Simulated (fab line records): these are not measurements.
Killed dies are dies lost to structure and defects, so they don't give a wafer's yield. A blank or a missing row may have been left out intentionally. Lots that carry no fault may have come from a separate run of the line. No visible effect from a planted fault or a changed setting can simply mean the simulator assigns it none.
fab line records	flow n5_finfet
record lots=7	wafers=21
route steps=1938 shown BEOL_M7@1273 BEOL_M8@1398 BEOL_M9@1408
start_h: hours from the record's first day to the start of the lot's first wafer shown	wait_h: hours from the lot's prior step to this one	" identical to the entry in the row above	L1.1+2: a row that stands for several wafers	- no value present, or no start provided	* or withheld: withheld	< > ~ a bound
route shown NAME@n: a module of which the file shows steps, and the number in the route of the first	usual: the fault-free wafers' mean and standard deviation	same: alike in all rows	chamber/n: place in a boat	sites: readings site by site	_std_site: the standard deviation of these	_edge_site: inner sites' mean taken away from outer sites' mean	radius_mm: for every site, how far away it sits from the centre of the wafer	mask NAME#n: copy n	behind: the last tool/chamber to shape the wafer	hold: why the lot was held/for how many hours/how that ended	device: the n, p or np transistor that did not switch	end of line: tests of these same wafers at the route's end	where a step has no rows: the recipe by itself	killed: the dies lost at the first sort to structure and to defects; this is not the yield of the wafer	map: per-die view of a wafer (x killed, . not killed, _ where there is no die)
set.NAME: setting as actually run; set.NAME@STEP: the setting as run at that earlier step	model.NAME: the simulator's own value behind a step, which no gauge read
lots run with intentionally changed settings; tables by step, rows by wafer
## steps
# step N5_BEOL_M7_EXPOSE_08
# recipe mask_id=M7	na=1.35	source_shape=dipole	sigma_inner=0.817	sigma_outer=0.97	polarization=te	dose_mj=68.25
lot.wafer	tool	chamber	start_h	wait_h	mask	set.dose_mj
L078.2	arfi_scanner-01	0	267.56	-	M7#0	68.25
L078.3+5	"	0	"	"	M7#0	71.62
L081.1+2+4	arfi_scanner-03	0	317.64	-	M7#0	68.25
L084.1+3	arfi_scanner-01	0	342.72	-	M7#0	66.7
L084.6	"	0	"	"	M7#0	68.25
L087.1+3+4	arfi_scanner-01	0	371.83	-	M7#0	68.25
L090.1+3+5	arfi_scanner-01	0	372.32	-	M7#0	68.25
L094.3+6	arfi_scanner-03	0	419.41	-	M7#0	66.28
L094.5	"	0	"	"	M7#0	68.25
L089.1+3	arfi_scanner-02	0	421.82	-	M7#0	68.25
L089.2	"	0	"	"	M7#0	72.27
# step N5_BEOL_M7_PEB_09
# recipe peb_temp_c=withheld	peb_time_s=60	resist=CAR-ArF
# step N5_BEOL_M7_DEVELOP_10
# recipe develop_time_s=30	developer=TMAH	resist=CAR-ArF	rinse_liquid=diw	dry=air_spin	dev_temp_c=23
lot.wafer	tool	chamber	start_h	wait_h	set.spin_rpm@BEOL_M7_COAT_05	model.CAR-ArF_of_BEOL_M7_COAT_05.thk_nm
L078.2+3	litho_track-04	0	-	-	1500	88.4
L078.5	"	0	"	"	1500	88.2
L081.1	litho_track-05	0	-	-	1575	86
L081.2+4	"	0	"	"	1575	85.8
L084.1	litho_track-02	0	-	-	1620	84.8
L084.3	"	0	"	"	1620	85.2
L084.6	"	0	"	"	1500	88.6
L087.1	litho_track-05	0	-	-	1500	88.2
L087.3+4	"	0	"	"	1500	88.6
L090.1+3	litho_track-04	0	-	-	1500	88.6
L090.5	"	0	"	"	1664	84.2
L094.3	litho_track-04	0	-	-	1429	90.4
L094.5+6	"	0	"	"	1500	88
L089.1	litho_track-05	0	-	-	1455	89.6
L089.2+3	"	0	"	"	1455	89.8
# step N5_BEOL_M7_CD_MEAS_11
# recipe target_cd_nm=38.5	landing_energy_ev=500	detector=se_inlens	polarity=opening
# usual cd_nm=38.4/0.43
lot.wafer	tool	chamber	start_h	wait_h	set.dose_mj@BEOL_M7_EXPOSE_08	cd_nm
L078.2	cd_sem-02	0	267.68	-	68.25	38.3
L078.3	"	0	"	"	71.62	40.9
L078.5	"	0	"	"	71.62	40.3
L081.1	cd_sem-03	0	317.77	-	68.25	38.3
L081.2	"	0	"	"	68.25	38.3
L081.4	"	0	"	"	68.25	38.6
L084.1	cd_sem-02	0	342.85	-	66.7	37.0
L084.3	"	0	"	"	66.7	37.0
L084.6	"	0	"	"	68.25	38.2
L087.1	cd_sem-01	0	371.96	-	68.25	38.4
L087.3	"	0	"	"	68.25	38.7
L087.4	"	0	"	"	68.25	38.3
L090.1	cd_sem-02	0	372.45	-	68.25	37.2
L090.3	"	0	"	"	68.25	38.1
L090.5	"	0	"	"	68.25	38.6
L094.3	cd_sem-02	0	419.53	-	66.28	36.9
L094.5	"	0	"	"	68.25	38.0
L094.6	"	0	"	"	66.28	37.0
L089.1	cd_sem-03	0	421.95	-	68.25	38.0
L089.2	"	0	"	"	72.27	41.2
L089.3	"	0	"	"	68.25	38.2
# step N5_BEOL_M7_DESCUM_16
# recipe chemistry=O2	time_s=7.9	source_power_w=50	bias_power_w=20	pressure_mtorr=20	rf_frequency_hz=2.712e+07	temp_c=40	resist=CAR-ArF	o2_flow_sccm=225
# step N5_BEOL_M7_ETCH_61
# recipe chemistry=CF4	target=SiARC	target_depth_a=455	mask_material=CAR-ArF	time_s=75.8	ion_energy_ev=80	pressure_mtorr=40	source_w=545	bias_w=36	Ar_flow_sccm=100	cf4_flow_sccm=100	ends=cleared
lot.wafer	tool	chamber	start_h	wait_h	set.dose_mj@BEOL_M7_EXPOSE_08	model.BEOL_M7.cd_offset_nm
L078.2	rie_diel-01	1	267.80	0.0	68.25	-0.2
L078.3	"	2	"	"	71.62	2.4
L078.5	"	0	"	"	71.62	2.2
L081.1+2+4	rie_diel-01	2,0,1	317.99	0.0	68.25	0
L084.1+3	rie_diel-03	1,0	342.97	0.0	66.7	-1.2
L084.6	"	2	"	"	68.25	-0.6
L087.1	rie_diel-06	2	372.08	0.0	68.25	-0.2
L087.3	"	3	"	"	68.25	0.2
L087.4	"	1	"	"	68.25	0
L090.1	rie_diel-06	0	372.76	0.0	68.25	-1
L090.3	"	2	"	"	68.25	-0.6
L090.5	"	2	"	"	68.25	0
L094.3	rie_diel-01	2	420.09	0.0	66.28	-1.4
L094.5	"	3	"	"	68.25	-0.6
L094.6	"	0	"	"	66.28	-1.8
L089.1	rie_diel-06	0	422.07	0.0	68.25	-1
L089.2	"	3	"	"	72.27	2.8
L089.3	"	2	"	"	68.25	-0.4
# step N5_BEOL_M7_ETCH_62
# recipe chemistry=N2/H2	target=SOC	target_depth_a=1100	overetch_a=220	mask_material=SiARC	temp_c=40	time_s=165	ion_energy_ev=200	pressure_mtorr=30	source_w=840	bias_w=150	n2_flow_sccm=200	h2_flow_sccm=200
lot.wafer	tool	chamber	start_h	wait_h	set.dose_mj@BEOL_M7_EXPOSE_08	model.BEOL_M7.cd_offset_nm
L078.2	rie_diel-01	1	267.86	0.0	68.25	-0.4
L078.3	"	2	"	"	71.62	2.2
L078.5	"	0	"	"	71.62	2
L081.1	rie_diel-01	2	318.05	0.0	68.25	0
L081.2	"	0	"	"	68.25	0.2
L081.4	"	1	"	"	68.25	-0.2
L084.1+3	rie_diel-03	1,0	343.03	0.0	66.7	-1
L084.6	"	2	"	"	68.25	-0.8
L087.1	rie_diel-06	2	372.14	0.0	68.25	-0.4
L087.3+4	"	3,1	"	"	68.25	0
L090.1	rie_diel-06	0	372.81	0.0	68.25	-1
L090.3	"	2	"	"	68.25	-0.8
L090.5	"	2	"	"	68.25	-0.2
L094.3	rie_diel-01	2	420.14	0.0	66.28	-1.2
L094.5	"	3	"	"	68.25	-0.4
L094.6	"	0	"	"	66.28	-1.8
L089.1	rie_diel-06	0	422.13	0.0	68.25	-1
L089.2	"	3	"	"	72.27	2.6
L089.3	"	2	"	"	68.25	-0.8
# step N5_BEOL_M7_STRIP_68
# recipe chemistry=N2/H2	temp_c=40	n2_flow_sccm=200	h2_flow_sccm=200	rf_frequency_hz=6e+07
# step N5_BEOL_M7_STRIP_67
# recipe chemistry=CF4	resist=SiARC	power_w=300	bias_power_w=75	pressure_mtorr=50	cf4_flow_sccm=150	rf_frequency_hz=6e+07
# step N5_BEOL_M7_HM_OPEN_17
# recipe chemistry=Cl2/BCl3	target_depth_a=200	overetch_a=60	target=TiN	mask_material=SOC	ion_energy_ev=150	pressure_mtorr=10	icp_w=1000	bias_w=126	Cl2_flow_sccm=53.25	bcl3_flow_sccm=21.75	Ar_flow_sccm=25
lot.wafer	tool	chamber	start_h	wait_h	set.dose_mj@BEOL_M7_EXPOSE_08	model.BEOL_M7.cd_offset_nm
L078.2	rie_metal-02	1	268.04	0.0	68.25	-0.4
L078.3	"	1	"	"	71.62	2.4
L078.5	"	0	"	"	71.62	2.2
L081.1	rie_metal-02	0	318.24	0.0	68.25	-0.2
L081.2	"	1	"	"	68.25	0.2
L081.4	"	1	"	"	68.25	0
L084.1+3	rie_metal-01	0,1	343.21	0.0	66.7	-1
L084.6	"	0	"	"	68.25	-0.8
L087.1	rie_metal-02	0	372.32	0.0	68.25	-0.4
L087.3	"	0	"	"	68.25	0
L087.4	"	1	"	"	68.25	0.2
L090.1	rie_metal-01	0	373.00	0.0	68.25	-1.2
L090.3	"	0	"	"	68.25	-0.8
L090.5	"	0	"	"	68.25	-0.2
L094.3	rie_metal-01	0	420.36	0.1	66.28	-1.2
L094.5	"	0	"	"	68.25	-0.4
L094.6	"	1	"	"	66.28	-1.8
L089.1	rie_metal-01	0	422.31	0.0	68.25	-1.2
L089.2	"	1	"	"	72.27	2.6
L089.3	"	1	"	"	68.25	-0.8
# step N5_BEOL_M7_STRIP_19
# recipe chemistry=O2	power_w=400	temp_c=40	pressure_mtorr=30	rf_frequency_hz=6e+07	bias_power_w=0	overash_fraction=0.2	o2_flow_sccm=225
# step N5_BEOL_M7_CD_MEAS_18
# recipe pitch_nm=80	target_cd_nm=40
# usual cd_nm=39.9/0.5
lot.wafer	tool	chamber	start_h	wait_h	set.dose_mj@BEOL_M7_EXPOSE_08	cd_nm
L078.2	cd_sem-02	-	268.32	0.1	68.25	39.7
L078.3	"	-	"	"	71.62	42.4
L078.5	"	-	"	"	71.62	42.2
L081.1	cd_sem-03	-	318.48	0.0	68.25	39.9
L081.2	"	-	"	"	68.25	40.5
L081.4	"	-	"	"	68.25	39.9
L084.1	cd_sem-03	-	343.39	0.0	66.7	39.1
L084.3	"	-	"	"	66.7	39.1
L084.6	"	-	"	"	68.25	38.8
L087.1	cd_sem-03	-	372.51	0.0	68.25	40.2
L087.3	"	-	"	"	68.25	39.9
L087.4	"	-	"	"	68.25	40.1
L090.1	cd_sem-02	-	373.27	0.0	68.25	38.6
L090.3	"	-	"	"	68.25	38.8
L090.5	"	-	"	"	68.25	40.1
L094.3	cd_sem-02	-	420.70	0.1	66.28	38.9
L094.5	"	-	"	"	68.25	39.7
L094.6	"	-	"	"	66.28	38.0
L089.1	cd_sem-02	-	422.50	0.1	68.25	38.8
L089.2	"	-	"	"	72.27	42.7
L089.3	"	-	"	"	68.25	39.1
# step N5_BEOL_M7_EXPOSE_25
# recipe mask_id=V6	na=0.33	source_shape=annular	sigma_inner=0.4	sigma_outer=0.8	polarization=unpolarized	target_cd_nm=40	dose_mj=42.5
lot.wafer	tool	chamber	start_h	wait_h	mask	set.dose_mj
L078.2+5	euv_scanner-02	0	270.97	-	V6#0	43.66
L078.3	"	0	"	"	V6#0	42.5
L081.1	euv_scanner-02	0	322.15	-	V6#0	40.92
L081.2+4	"	0	"	"	V6#0	42.5
L084.1	euv_scanner-01	0	343.77	-	V6#0	44.28
L084.3+6	"	0	"	"	V6#0	42.5
L087.1+3+4	euv_scanner-02	0	375.03	-	V6#0	42.5
L090.1+3+5	euv_scanner-01	0	375.38	-	V6#0	42.5
L094.3+5	euv_scanner-02	0	420.88	-	V6#0	43.39
L094.6	"	0	"	"	V6#0	42.5
L089.1	euv_scanner-02	0	423.75	-	V6#0	42.5
L089.2+3	"	0	"	"	V6#0	40.37
# step N5_BEOL_M7_PEB_26
# recipe peb_temp_c=100	peb_time_s=60	resist=CAR-EUV
# step N5_BEOL_M7_DEVELOP_27
# recipe develop_time_s=30	developer=TMAH	resist=CAR-EUV	rinse_liquid=surfactant_rinse	dry=air_spin	dev_temp_c=23
# step N5_BEOL_M7_CD_MEAS_28
# recipe target_cd_nm=40	landing_energy_ev=500	detector=se_inlens
# usual cd_nm=40.06/0.25
lot.wafer	tool	chamber	start_h	wait_h	set.dose_mj@BEOL_M7_EXPOSE_25	cd_nm
L078.2	cd_sem-02	0	271.10	-	43.66	40.75
L078.3	"	0	"	"	42.5	40.09
L078.5	"	0	"	"	43.66	40.62
L081.1	cd_sem-01	0	322.28	-	40.92	38.89
L081.2	"	0	"	"	42.5	40.25
L081.4	"	0	"	"	42.5	40.22
L084.1	cd_sem-03	0	343.90	-	44.28	40.79
L084.3	"	0	"	"	42.5	39.77
L084.6	"	0	"	"	42.5	39.77
L087.1	cd_sem-01	0	375.16	-	42.5	40.13
L087.3	"	0	"	"	42.5	39.81
L087.4	"	0	"	"	42.5	40.00
L090.1	cd_sem-02	0	375.51	-	42.5	40.05
L090.3	"	0	"	"	42.5	39.92
L090.5	"	0	"	"	42.5	40.00
L094.3	cd_sem-01	0	421.01	-	43.39	40.63
L094.5	"	0	"	"	43.39	40.21
L094.6	"	0	"	"	42.5	39.95
L089.1	cd_sem-03	0	423.89	-	42.5	40.41
L089.2	"	0	"	"	40.37	38.78
L089.3	"	0	"	"	40.37	39.31
# step N5_BEOL_M7_DESCUM_33
# recipe chemistry=O2	time_s=7	source_power_w=50	bias_power_w=20	pressure_mtorr=20	rf_frequency_hz=2.712e+07	temp_c=40	resist=CAR-EUV	o2_flow_sccm=225
lot.wafer	tool	chamber	start_h	wait_h	set.dose_mj@BEOL_M7_EXPOSE_25	model.BEOL_M7.cd_nm
L078.2+5	rie_diel-03	1	271.26	0.1	43.66	40.6
L078.3	"	0	"	"	42.5	40
L081.1	rie_diel-01	2	322.40	0.0	40.92	39.2
L081.2	"	1	"	"	42.5	40.2
L081.4	"	3	"	"	42.5	40
L084.1	rie_diel-03	0	344.03	0.0	44.28	40.8
L084.3	"	2	"	"	42.5	40
L084.6	"	1	"	"	42.5	40.2
L087.1	rie_diel-03	1	375.29	0.0	42.5	40.2
L087.3+4	"	3,2	"	"	42.5	40
L090.1	rie_diel-03	1	375.69	0.1	42.5	40.4
L090.3+5	"	2,3	"	"	42.5	40.2
L094.3	rie_diel-03	0	421.55	0.5	43.39	40.4
L094.5	"	2	"	"	43.39	40.6
L094.6	"	3	"	"	42.5	40
L089.1	rie_diel-06	1	424.01	0.0	42.5	40.2
L089.2+3	"	3,0	"	"	40.37	39
# step N5_BEOL_M7_ETCH_72
# recipe chemistry=N2/H2	target=underlayer	target_depth_a=65	mask_material=CAR-EUV	time_s=5.2	ion_energy_ev=200	pressure_mtorr=30	source_w=840	bias_w=150	n2_flow_sccm=200	h2_flow_sccm=200	ends=cleared
# step N5_BEOL_M7_ETCH_65
# recipe chemistry=CF4	target=SiARC	target_depth_a=156	mask_material=CAR-EUV	time_s=26	ion_energy_ev=80	pressure_mtorr=40	source_w=545	bias_w=36	Ar_flow_sccm=100	cf4_flow_sccm=100	ends=cleared
lot.wafer	tool	chamber	start_h	wait_h	set.dose_mj@BEOL_M7_EXPOSE_25	model.BEOL_M7.cd_nm
L078.2	rie_diel-03	1	271.31	0.0	43.66	40.8
L078.3	"	0	"	"	42.5	40
L078.5	"	1	"	"	43.66	40.6
L081.1	rie_diel-01	2	322.46	0.0	40.92	39
L081.2+4	"	1,3	"	"	42.5	40
L084.1	rie_diel-03	0	344.08	0.0	44.28	40.8
L084.3	"	2	"	"	42.5	40
L084.6	"	1	"	"	42.5	40.2
L087.1	rie_diel-03	1	375.34	0.0	42.5	40.2
L087.3+4	"	3,2	"	"	42.5	40
L090.1	rie_diel-03	1	375.74	0.0	42.5	40.4
L090.3+5	"	2,3	"	"	42.5	40.2
L094.3+5	rie_diel-03	0,2	421.61	0.0	43.39	40.4
L094.6	"	3	"	"	42.5	40
L089.1	rie_diel-06	1	424.06	0.0	42.5	40
L089.2+3	"	3,0	"	"	40.37	39
# step N5_BEOL_M7_VIA_ETCH_34
# recipe chemistry=C4F6/O2	target=SiCOH_lowk	target_depth_a=1255	mask_material=SOC	taper_deg=4	time_s=50.5	ion_energy_ev=250	pressure_mtorr=30	source_w=345	bias_w=185	Ar_flow_sccm=300	C4F6_flow_sccm=10	O2_flow_sccm=10
# usual rf_vpp_V=662/7.8
lot.wafer	tool	chamber	start_h	wait_h	set.source_w	rf_vpp_V	model.etch.depth_nm
L078.2	rie_diel-03	1	271.44	0.0	345	674	122.4
L078.3	"	0	"	"	345	672	124.8
L078.5	"	1	"	"	345	675	123
L081.1	rie_diel-01	2	322.58	0.0	387.3	634	130.5
L081.2	"	1	"	"	345	670	125.6
L081.4	"	3	"	"	387.3	614	133.8
L084.1	rie_diel-03	0	344.21	0.0	302.2	719	118.4
L084.3	"	2	"	"	345	658	125.5
L084.6	"	1	"	"	302.2	721	118
L087.1	rie_diel-03	1	375.47	0.0	345	676	125
L087.3	"	3	"	"	345	656	122
L087.4	"	2	"	"	345	658	124.9
L090.1	rie_diel-03	1	375.87	0.0	345	673	125.7
L090.3	"	2	"	"	345	655	125.9
L090.5	"	3	"	"	345	656	125.1
L094.3	rie_diel-03	0	421.73	0.0	345	672	125.1
L094.5	"	2	"	"	345	657	124.7
L094.6	"	3	"	"	345	655	123.7
L089.1	rie_diel-06	1	424.19	0.0	345	650	125.3
L089.2	"	3	"	"	368	643	130.2
L089.3	"	0	"	"	345	668	123.5
# step N5_BEOL_M7_STRIP_76
# recipe chemistry=C4F6/O2	resist=SiARC	rf_frequency_hz=6e+07
# step N5_BEOL_M7_STRIP_36
# recipe chemistry=N2/H2	power_w=450	temp_c=40	pressure_mtorr=20	rf_frequency_hz=6e+07	overash_fraction=0.3	bias_power_w=7	h2_frac=0.5	n2_flow_sccm=200	h2_flow_sccm=200
# step N5_BEOL_M7_PRECLEAN_42
# recipe chemistry=residue_remover	time_s=60	temp_c=40
# step N5_BEOL_M7_SRD_43
# recipe time_s=30	temp_c=23	rinse_liquid=diw	dry=ipa_marangoni
# step N5_BEOL_M7_CD_MEAS_35
# recipe target_cd_nm=40	polarity=opening
# usual cd_nm=39.9/0.47
lot.wafer	tool	chamber	start_h	wait_h	set.dose_mj@BEOL_M7_EXPOSE_08	cd_nm
L078.2	cd_sem-02	-	271.85	0.0	68.25	39.7
L078.3	"	-	"	"	71.62	42.2
L078.5	"	-	"	"	71.62	42.3
L081.1	cd_sem-03	-	322.99	0.0	68.25	40.1
L081.2	"	-	"	"	68.25	40.3
L081.4	"	-	"	"	68.25	39.7
L084.1	cd_sem-03	-	344.64	0.0	66.7	38.8
L084.3	"	-	"	"	66.7	39.1
L084.6	"	-	"	"	68.25	39.2
L087.1	cd_sem-03	-	375.87	0.0	68.25	39.7
L087.3	"	-	"	"	68.25	39.8
L087.4	"	-	"	"	68.25	40.0
L090.1	cd_sem-03	-	376.28	0.0	68.25	39.2
L090.3	"	-	"	"	68.25	39.5
L090.5	"	-	"	"	68.25	40.3
L094.3	cd_sem-02	-	422.15	0.0	66.28	38.5
L094.5	"	-	"	"	68.25	39.8
L094.6	"	-	"	"	66.28	38.3
L089.1	cd_sem-01	-	424.59	0.0	68.25	38.7
L089.2	"	-	"	"	72.27	42.5
L089.3	"	-	"	"	68.25	39.2
# step N5_BEOL_M8_DEP_56
# recipe material=SiCN	target_thk_a=100	temp_c=withheld	precursor=3MS/NH3	pressure_torr=3	rf_w=202	time_s=17.5
lot.wafer	tool	chamber	start_h	wait_h	set.time_s	model.SiCN_of_BEOL_M8_DEP_56.thk_nm
L078.2	pecvd-04	0	283.19	0.0	15.42	9
L078.3	"	2	"	"	15.42	8.6
L078.5	"	0	"	"	17.5	10.2
L081.1+2	pecvd-02	2,1	333.16	0.0	17.5	10
L081.4	"	2	"	"	18.94	11
L084.1+6	pecvd-04	0,1	356.58	0.0	17.5	10
L084.3	"	1	"	"	19.88	11.2
L087.1	pecvd-02	2	385.48	0.0	17.5	9.8
L087.3	"	1	"	"	17.5	10
L087.4	"	1	"	"	17.5	10.2
L090.1	pecvd-03	2	386.02	0.0	18.78	10.8
L090.3+5	"	0,1	"	"	17.5	10
L089.1+2+3	pecvd-02	1,0,2	435.55	0.0	17.5	9.8
L094.3	pecvd-02	2	435.97	0.0	17.5	9.6
L094.5	"	1	"	"	17.5	10
L094.6	"	2	"	"	16.8	9.6
# step N5_BEOL_M9_COAT_05
# recipe resist=CAR-ArF	spin_rpm=1500	resist_thk_nm=90
lot.wafer	tool	chamber	start_h	wait_h	set.spin_rpm	model.CAR-ArF_of_BEOL_M9_COAT_05.thk_nm
L078.2+3	litho_track-05	0	-	-	1500	89.8
L078.5	"	0	"	"	1500	89.6
L081.1	litho_track-05	0	-	-	1401	93.2
L081.2	"	0	"	"	1500	90
L081.4	"	0	"	"	1500	89.8
L084.1	litho_track-05	0	-	-	1662	85
L084.3	"	0	"	"	1662	85.4
L084.6	"	0	"	"	1500	89.8
L087.1+4	litho_track-02	0	-	-	1500	90
L087.3	"	0	"	"	1500	90.2
L090.1	litho_track-05	0	-	-	1558	88
L090.3	"	0	"	"	1500	90
L090.5	"	0	"	"	1558	88.2
L089.1+2+3	litho_track-02	0	-	-	1500	90
L094.3	litho_track-02	0	-	-	1500	90
L094.5+6	"	0	"	"	1500	90.2
# step N5_BEOL_M9_EBR_07
# recipe solvent=PGMEA	ebr_width_mm=1.5
# step N5_BEOL_M9_SOFTBAKE_06
# recipe temp_c=110	time_s=60	resist=CAR-ArF
# step N5_BEOL_M9_DESCUM_16
# recipe chemistry=O2	time_s=7.9	source_power_w=50	bias_power_w=20	pressure_mtorr=20	rf_frequency_hz=2.712e+07	temp_c=40	resist=CAR-ArF	o2_flow_sccm=225
lot.wafer	tool	chamber	start_h	wait_h	set.spin_rpm@BEOL_M9_COAT_05	model.CAR-ArF_of_BEOL_M9_COAT_05.thk_nm
L078.2+3+5	rie_diel-03	3,2,1	286.17	0.0	1500	83.2
L081.1	rie_diel-03	0	335.54	0.0	1401	86.6
L081.2+4	"	1,3	"	"	1500	83.4
L084.1	rie_diel-01	2	358.64	0.0	1662	78.6
L084.3	"	0	"	"	1662	78.8
L084.6	"	3	"	"	1500	83.2
L087.1+4	rie_diel-01	1,3	387.93	0.0	1500	83.4
L087.3	"	2	"	"	1500	83.8
L090.1	rie_diel-06	3	387.97	0.0	1558	81.4
L090.3	"	1	"	"	1500	83.4
L090.5	"	1	"	"	1558	81.6
L089.1+2+3	rie_diel-06	2,1,3	438.04	0.1	1500	83.4
L094.3	rie_diel-01	3	438.23	0.1	1500	83.4
L094.5+6	"	2,3	"	"	1500	83.6
## key
split step=N5_BEOL_M7_EXPOSE_08	setting=dose_mj	stated=68.25	by=wafer
response step=N5_BEOL_M7_CD_MEAS_11	reading=cd_nm	change=+0.492	per=1%	r=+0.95
response step=N5_BEOL_M7_ETCH_61	reading=model.BEOL_M7.cd_offset_nm	change=+0.513	per=1%	r=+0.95
response step=N5_BEOL_M7_ETCH_62	reading=model.BEOL_M7.cd_offset_nm	change=+0.504	per=1%	r=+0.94
response step=N5_BEOL_M7_HM_OPEN_17	reading=model.BEOL_M7.cd_offset_nm	change=+0.526	per=1%	r=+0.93
response step=N5_BEOL_M7_CD_MEAS_18	reading=cd_nm	change=+0.522	per=1%	r=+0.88
response step=N5_BEOL_M7_CD_MEAS_35	reading=cd_nm	change=+0.532	per=1%	r=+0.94
split step=N5_BEOL_M7_EXPOSE_25	setting=dose_mj	stated=42.5	by=wafer
response step=N5_BEOL_M7_CD_MEAS_28	reading=cd_nm	change=+0.274	per=1%	r=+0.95
response step=N5_BEOL_M7_DESCUM_33	reading=model.BEOL_M7.cd_nm	change=+0.219	per=1%	r=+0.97
response step=N5_BEOL_M7_ETCH_65	reading=model.BEOL_M7.cd_nm	change=+0.211	per=1%	r=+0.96
split step=N5_BEOL_M7_VIA_ETCH_34	setting=source_w	stated=345	by=wafer
response step=N5_BEOL_M7_VIA_ETCH_34	reading=rf_vpp_V	change=-4.12	per=1%	r=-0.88
response step=N5_BEOL_M7_VIA_ETCH_34	reading=model.etch.depth_nm	change=+0.598	per=1%	r=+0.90
split step=N5_BEOL_M8_DEP_56	setting=time_s	stated=17.5	by=wafer
response step=N5_BEOL_M8_DEP_56	reading=model.SiCN_of_BEOL_M8_DEP_56.thk_nm	change=+0.103	per=1%	r=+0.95
split step=N5_BEOL_M9_COAT_05	setting=spin_rpm	stated=1500	by=wafer
response step=N5_BEOL_M9_COAT_05	reading=model.CAR-ArF_of_BEOL_M9_COAT_05.thk_nm	change=-0.45	per=1%	r=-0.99
response step=N5_BEOL_M9_DESCUM_16	reading=model.CAR-ArF_of_BEOL_M9_COAT_05.thk_nm	change=-0.44	per=1%	r=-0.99
split outside_this_file step=N5_BEOL_M7_COAT_05 setting=spin_rpm
# split outside_this_file: this setting was split too, and the file shows its column; the key of that split is in another file
